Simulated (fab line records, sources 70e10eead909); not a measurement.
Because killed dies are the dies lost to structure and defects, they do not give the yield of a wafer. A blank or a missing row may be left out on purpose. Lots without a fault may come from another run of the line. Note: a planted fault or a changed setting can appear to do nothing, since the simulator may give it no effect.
Which tool was responsible?    flow nand_harc    36 wafers sampled from 12 lots at 1 step of a route of 1159

## WHAT EACH GAUGE READ, for each wafer
NHARC_P_M2_THK_MEAS_24: measures by xrf.
lot   measured      on             thk_nm (nm)
L075  day 6 17:59   film_metro-02  144.8 144.4 144.1
L078  day 7 00:46   film_metro-01  143.4 142.7 143.8
L079  day 7 21:26   film_metro-01  145.9 146.2 146.0
L081  day 8 02:47   film_metro-01  144.8 144.3 144.9
L082  day 8 18:10   film_metro-02  147.2 143.7 146.4
L085  day 9 10:14   film_metro-02  147.5 143.7 146.4
L088  day 10 00:23  film_metro-02  145.4 146.4 147.8
L089  day 10 12:54  film_metro-01  143.3 145.2 142.7
L092  day 10 19:17  film_metro-01  144.9 144.2 146.6
L093  day 11 00:46  film_metro-02  145.8 144.2 144.4
L095  day 11 12:27  film_metro-02  145.9 146.7 147.1
L097  day 11 20:23  film_metro-01  144.8 144.2 144.4

## EACH LOT AND THE TOOL THAT RAN IT (in order: tool; ch and the chambers of the sampled wafers; start)
No process step before these readings appears in the record.

## THE ANSWER, worked out from the rows above alone
Rule: what is usual is taken from the lots themselves. Put in order of their means at a reading, lots are off if they are a third of the lots or fewer, leave a main group of 4 or more, and stand apart from it by a gap of 3 or more times the standard deviation of the main group's means; of several such gaps the widest counts. If all means in a main group match to the digits the tables above print for the reading, that group is not used. A lot without any number at a reading at which 4 lots or more have one is off too. The other lots that the step has rows for count as sound.
Across all readings shown, no lot is off: no conclusion can be drawn from this.

## WHAT THE SIMULATOR PUT IN
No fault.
